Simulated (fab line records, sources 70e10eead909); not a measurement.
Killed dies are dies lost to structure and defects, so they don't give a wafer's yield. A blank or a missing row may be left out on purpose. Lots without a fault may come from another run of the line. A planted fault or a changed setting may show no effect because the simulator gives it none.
fab line records | flow nand_harc
record lots=13 wafers=39 last_day=33
route steps=1302 shown P_BONDPAD@364 A_ONON_D1@431 END@1302
lots that met no fault: from a run of the same line without faults
start_h: hours from the record's first day to the start of the lot's first wafer shown | wait_h: hours since the lot's step before | " the same as in the row above | L1.1+2: a row that stands for several wafers | - no value, or no start given | * or withheld: withheld | < > ~ a bound
route shown NAME@n: a module of which the file shows steps, and the number in the route of the first | usual: mean/standard deviation of fault-free wafers | same: alike in all rows | chamber/n: place in a boat | sites: the reading at each site | _std_site: their standard deviation | _edge_site: outer sites' mean less inner sites' | radius_mm: how far each site lies from the wafer's centre | mask NAME#n: copy n | behind: the tool/chamber that last shaped the wafer | hold: why the lot was held/for how many hours/how that ended | device: the transistor (n, p or np) that didn't switch | end of line: the same wafers' tests at the end of the route | a step without rows: its recipe alone | killed: dies lost to structure and defects at the first sort, not the wafer's yield | map: a wafer's dies, x killed, . not, _ none there
set.NAME: the setting as run; set.NAME@STEP: as run at that earlier step | model.NAME: the simulator's own value behind a step, which no gauge read
steps of the route over a sample of lots; a table a step, a row a wafer
services: from which hour (start_h, from the record's first day; less than 0 if before it) a tool's chamber was out of use, for how many hours, and why
## steps
# step NHARC_P_BONDPAD_CD_MEAS_09
# recipe target_cd_nm=500 landing_energy_ev=500
# usual cd_nm=499.9/1.6
# columns lot.wafer tool chamber start_h wait_h cd_nm
L477.2 cd_sem-01 0 146.78 - 500.5
L477.3 " 0 " " 501.0
L477.4 " 0 " " 500.4
L478.1 cd_sem-02 0 151.58 - 500.3
L478.2 " 0 " " 499.6
L478.5 " 0 " " 498.7
L479.2 cd_sem-02 0 168.58 - 500.9
L479.4 " 0 " " 499.3
L479.6 " 0 " " 499.1
L480.2 cd_sem-03 0 176.96 - 499.7
L480.3 " 0 " " 498.1
L480.6 " 0 " " 499.5
L481.1 cd_sem-02 0 181.65 - 501.8
L481.2 " 0 " " 500.3
L481.5 " 0 " " 501.1
L482.3 cd_sem-02 0 197.35 - 503.2
L482.5 " 0 " " 499.0
L482.6 " 0 " " 498.5
L484.1 cd_sem-02 0 209.10 - 500.6
L484.3 " 0 " " 501.5
L484.5 " 0 " " 501.6
L486.3 cd_sem-02 0 236.87 - 500.3
L486.5 " 0 " " 498.9
L486.6 " 0 " " 499.7
L487.3 cd_sem-03 0 239.82 - 499.4
L487.5 " 0 " " 499.2
L487.6 " 0 " " 498.9
L492.2 cd_sem-02 0 295.07 - 499.6
L492.3 " 0 " " 499.3
L492.6 " 0 " " 502.0
L494.1 cd_sem-03 0 316.22 - 502.2
L494.5 " 0 " " 500.5
L494.6 " 0 " " 499.0
L498.1 cd_sem-02 0 349.84 - 497.1
L498.3 " 0 " " 498.8
L498.4 " 0 " " 500.1
L499.2 cd_sem-01 0 365.69 - 499.9
L499.4 " 0 " " 502.4
L499.5 " 0 " " 500.7
# step NHARC_P_BONDPAD_DEGAS_25
# recipe temp_c=300 time_s=60
# usual heater_power_w=477/56
# columns lot.wafer tool chamber start_h wait_h heater_power_w
L477.4 pvd_sputter-03 - 147.93 - 455
L477.2 " - " " 448
L477.3 " - " " 422
L478.1 pvd_sputter-02 - 152.73 - 472
L478.2 " - " " 440
L478.5 " - " " 467
L479.4 pvd_sputter-02 - 170.23 - 415
L479.2 " - " " 482
L479.6 " - " " 444
L480.3 pvd_sputter-01 - 178.11 - 521
L480.2 " - " " 585
L480.6 " - " " 507
L481.1 pvd_sputter-01 - 182.79 - 505
L481.2 " - " " 556
L481.5 " - " " 504
L482.3 pvd_sputter-03 - 198.60 - 486
L482.5 " - " " 406
L482.6 " - " " 398
L484.1 pvd_sputter-03 - 210.26 - 481
L484.3 " - " " 408
L484.5 " - " " 465
L486.3 pvd_sputter-02 - 238.04 - 431
L486.6 " - " " 480
L486.5 " - " " 477
L487.3 pvd_sputter-01 - 241.06 - 516
L487.5 " - " " 523
L487.6 " - " " 540
L492.2 pvd_sputter-03 - 296.22 - 485
L492.3 " - " " 402
L492.6 " - " " 476
L494.1 pvd_sputter-01 - 317.45 - 528
L494.6 " - " " 556
L494.5 " - " " 600
L498.3 pvd_sputter-01 - 350.99 - 527
L498.1 " - " " 519
L498.4 " - " " 594
L499.4 pvd_sputter-03 - 366.84 - 423
L499.2 " - " " 495
L499.5 " - " " 416
# step NHARC_A_ONON_D1_THK_MEAS_11
# recipe thk_meas_gauge=ellipsometry
# usual thk_nm=1001/8.6
# columns lot.wafer tool chamber start_h wait_h thk_nm
L477.2 film_metro-02 - 174.26 - 1013
L477.3 " - " " 1013
L477.4 " - " " 1014
L478.1 film_metro-01 - 180.15 - 1006
L478.2 " - " " 1008
L478.5 " - " " 1005
L479.2 film_metro-02 - 199.02 - 980
L479.4 " - " " 980
L479.6 " - " " 982
L480.2 film_metro-01 - 205.09 - 997
L480.3 " - " " 998
L480.6 " - " " 999
L481.1 film_metro-02 - 209.20 - 991
L481.2 " - " " 989
L481.5 " - " " 990
L482.3 film_metro-02 - 230.19 - 1000
L482.5 " - " " 1000
L482.6 " - " " 998
L484.1 film_metro-01 - 242.34 - 1000
L484.3 " - " " 999
L484.5 " - " " 999
L487.3 film_metro-02 - 265.20 - 1013
L487.5 " - " " 1011
L487.6 " - " " 1013
L486.3 film_metro-01 - 265.22 - 1003
L486.5 " - " " 1001
L486.6 " - " " 1003
L492.2 film_metro-02 - 326.20 - 994
L492.3 " - " " 995
L492.6 " - " " 996
L494.1 film_metro-01 - 344.44 - 1005
L494.5 " - " " 1006
L494.6 " - " " 1004
L498.1 film_metro-01 - 378.67 - 1008
L498.3 " - " " 1008
L498.4 " - " " 1007
L499.2 film_metro-02 - 393.66 - 988
L499.4 " - " " 987
L499.5 " - " " 986
# step NHARC_A_ONON_D1_DEP_19
# recipe target_thk_a=10000 n2_flow_sccm=2750 n2o_flow_sccm=2000 nh3_flow_sccm=500 sih4_flow_sccm=210 temp_c=400
# usual nh3_flow_sccm=500.0/1.5
# columns lot.wafer tool chamber start_h wait_h nh3_flow_sccm
L477.2 pecvd_onon-01 0 182.58 0.1 500.1
L477.3 " 0 " " 501.9
L477.4 " 0 " " 499.3
L478.1 pecvd_onon-01 0 192.21 0.1 499.3
L478.2 " 0 " " 501.5
L478.5 " 0 " " 500.4
L479.2 pecvd_onon-02 0 207.43 0.1 500.7
L479.4 " 0 " " 498.9
L479.6 " 0 " " 500.3
L481.1 pecvd_onon-01 0 215.82 0.1 501.7
L481.2 " 0 " " 499.9
L481.5 " 0 " " 499.4
L480.2 pecvd_onon-02 0 215.87 0.1 499.2
L480.3 " 0 " " 503.6
L480.6 " 0 " " 501.2
L482.3 pecvd_onon-01 0 239.50 0.2 501.0
L482.5 " 0 " " 502.0
L482.6 " 0 " " 501.3
L484.1 pecvd_onon-03 0 253.45 0.1 502.2
L484.3 " 0 " " 499.1
L484.5 " 0 " " 499.8
L487.3 pecvd_onon-02 0 276.21 0.2 500.9
L487.5 " 0 " " 501.2
L487.6 " 0 " " 499.2
L486.3 pecvd_onon-03 0 276.21 0.2 499.2
L486.5 " 0 " " 499.8
L486.6 " 0 " " 500.4
L492.2 pecvd_onon-03 0 335.05 0.1 500.7
L492.3 " 0 " " 498.9
L492.6 " 0 " " 499.4
L494.1 pecvd_onon-03 0 352.83 0.1 501.9
L494.5 " 0 " " 503.8
L494.6 " 0 " " 501.8
L498.1 pecvd_onon-01 0 387.57 0.1 497.4
L498.3 " 0 " " 499.5
L498.4 " 0 " " 498.8
L499.2 pecvd_onon-02 0 405.17 0.1 499.0
L499.4 " 0 " " 498.1
L499.5 " 0 " " 498.0
# step NHARC_A_ONON_D1_THK_MEAS_21
# recipe thk_meas_gauge=ellipsometry
# usual thk_nm=1003/6.5
# columns lot.wafer tool chamber start_h wait_h thk_nm
L477.2 film_metro-01 - 183.04 - 998
L477.3 " - " " 999
L477.4 " - " " 998
L478.1 film_metro-01 - 192.72 - 1000
L478.2 " - " " 999
L478.5 " - " " 999
L479.2 film_metro-02 - 207.88 - 1003
L479.4 " - " " 1004
L479.6 " - " " 1003
L480.2 film_metro-02 - 216.32 - 998
L480.3 " - " " 997
L480.6 " - " " 999
L481.1 film_metro-01 - 216.36 - 1006
L481.2 " - " " 1007
L481.5 " - " " 1005
L482.3 film_metro-01 - 239.89 - 990
L482.5 " - " " 990
L482.6 " - " " 990
L484.1 film_metro-01 - 253.95 - 997
L484.3 " - " " 999
L484.5 " - " " 998
L486.3 film_metro-02 - 276.60 - 998
L486.5 " - " " 1000
L486.6 " - " " 998
L487.3 film_metro-01 - 276.61 - 1003
L487.5 " - " " 1003
L487.6 " - " " 1002
L492.2 film_metro-02 - 335.49 - 1711
L492.3 " - " " 1709
L492.6 " - " " 1710
L494.1 film_metro-02 - 353.34 - 1700
L494.5 " - " " 1699
L494.6 " - " " 1698
L498.1 film_metro-01 - 388.08 - 1008
L498.3 " - " " 1011
L498.4 " - " " 1009
L499.2 film_metro-02 - 405.63 - 995
L499.4 " - " " 995
L499.5 " - " " 995
# step NHARC_END_SORT_01
# recipe temp_c=25
# usual killed_at_array=55/20 killed_at_other=0.7/0.96 killed_at_periphery=4.1/2.4 killed_dies=60/20 killed_open=3.3/1.9 killed_short=2.8/1.6
# same gross_dies=677
# columns lot.wafer tool chamber start_h wait_h killed_at_array killed_at_other killed_at_periphery killed_dies killed_open killed_short
L492.2 prober-01 0 714.26 2.8 674 2 1 677 1 0
L492.3 prober-01 0 715.06 3.1 674 2 1 677 6 3
L492.6 prober-01 0 717.47 4.0 675 0 2 677 4 3
L494.1 prober-01 0 748.13 2.5 676 0 1 677 3 3
L494.5 prober-01 0 751.34 3.7 677 0 0 677 1 0
L494.6 prober-01 0 752.14 4.0 676 0 1 677 3 4
# killed by level:class
L492.2 A_ONON_D1:area_dep=585 A_SLIT:chamber_film_flake=32 A_CHANNEL_HOLE_D1:chamber_film_flake=29 A_CHANNEL_HOLE_D2:chamber_film_flake=19 A_CONTACT:chamber_film_flake=4 A_STAIRCASE:chamber_film_flake=2 A_BLC:chamber_film_flake=2 THIN_TSV:chamber_film_flake=2
L492.3 A_ONON_D1:area_dep=588 A_CHANNEL_HOLE_D1:chamber_film_flake=28 A_SLIT:chamber_film_flake=27 A_CHANNEL_HOLE_D2:chamber_film_flake=18 A_CONTACT:chamber_film_flake=3 A_BLC:geometric_particle:open=2 A_CHANNEL_HOLE_D1:geometric_particle:short=1 A_DECK1_JOINT:geometric_particle:short=1
L492.6 A_ONON_D1:area_dep=593 A_CHANNEL_HOLE_D1:chamber_film_flake=30 A_SLIT:chamber_film_flake=27 A_CHANNEL_HOLE_D2:chamber_film_flake=12 A_CONTACT:chamber_film_flake=3 A_BLC:geometric_particle:open=2 A_CHANNEL_HOLE_D1:geometric_particle:short=1 A_ONON_D2:geometric_particle:short=1
L494.1 A_ONON_D1:area_dep=583 A_SLIT:chamber_film_flake=30 A_CHANNEL_HOLE_D1:chamber_film_flake=27 A_CHANNEL_HOLE_D2:chamber_film_flake=21 A_CONTACT:chamber_film_flake=5 A_M0:geometric_particle:short=2 A_STAIRCASE:chamber_film_flake=2 A_CHANNEL_FILL_D1:geometric_particle:open=1
L494.5 A_ONON_D1:area_dep=594 A_CHANNEL_HOLE_D1:chamber_film_flake=30 A_SLIT:chamber_film_flake=25 A_CHANNEL_HOLE_D2:chamber_film_flake=23 A_CONTACT:chamber_film_flake=3 A_SGD_CUT:geometric_particle:open=1 A_STAIRCASE:chamber_film_flake=1
L494.6 A_ONON_D1:area_dep=581 A_CHANNEL_HOLE_D2:chamber_film_flake=29 A_CHANNEL_HOLE_D1:chamber_film_flake=26 A_SLIT:chamber_film_flake=25 A_CONTACT:chamber_film_flake=9 A_M0:geometric_particle:short=2 P_GATE:geometric_particle:open=1 A_ONON_D1:geometric_particle:open=1
## services
# columns tool chamber start_h hours kind
pvd_sputter-01 - 141.20 0.8 repair
pvd_sputter-03 - 153.36 22.0 repair
pvd_sputter-03 - 175.37 10.0 pm
pecvd_onon-02 - 185.09 13.0 pm
pvd_sputter-01 - 226.00 10.0 pm
pecvd_onon-03 - 227.00 13.0 pm
pecvd_onon-01 - 269.00 13.0 pm
pvd_sputter-02 - 273.81 3.4 repair
pvd_sputter-01 - 275.33 1.6 repair
pvd_sputter-02 - 282.00 10.0 pm
pvd_sputter-03 - 353.37 10.0 pm
pvd_sputter-02 - 364.05 2.9 repair
pecvd_onon-02 - 366.09 13.0 pm
pvd_sputter-01 - 384.47 2.6 repair
pvd_sputter-01 - 404.00 10.0 pm
## key
first_sign step=NHARC_A_ONON_D1_THK_MEAS_21 reading=thk_nm direction=up sigmas=99+ usual=1003 struck=1704
effect step=NHARC_END_SORT_01 reading=killed_dies direction=up sigmas=31 usual=60 struck=677
more_kills_born_at NHARC_A_ONON_D1_DEP_19@pecvd_onon-03=3524
met_at NHARC_A_ONON_D1_DEP_19
struck_lots L492,L494
later_rows_left_out L492.2,L492.3,L492.6,L494.1,L494.5,L494.6
tester_left_out L492,L494
not_acting_at NHARC_P_BONDPAD_CD_MEAS_09,NHARC_P_BONDPAD_DEGAS_25,NHARC_A_ONON_D1_THK_MEAS_11
onset_between 276.21 335.05
fault kind=process_parameter_drift tool=pecvd_onon-03 chamber=- onset_h=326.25 steps=NHARC_A_ONON_D1_DEP_19 channel=target_thk_a offset=* shape=step end_h=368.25 acts_in=* stated=*
# tester_left_out: of these lots the tester's yield and bins aren't shown, on N5 and GAA mostly nor the transistor test; their killed dies are dies lost to structure and defects alone, not to doping, threshold or leakage, so they don't give the yield
# later_rows_left_out: the simulator's readings of these wafers behind a module that went badly wrong aren't trusted and aren't shown, but for the sort
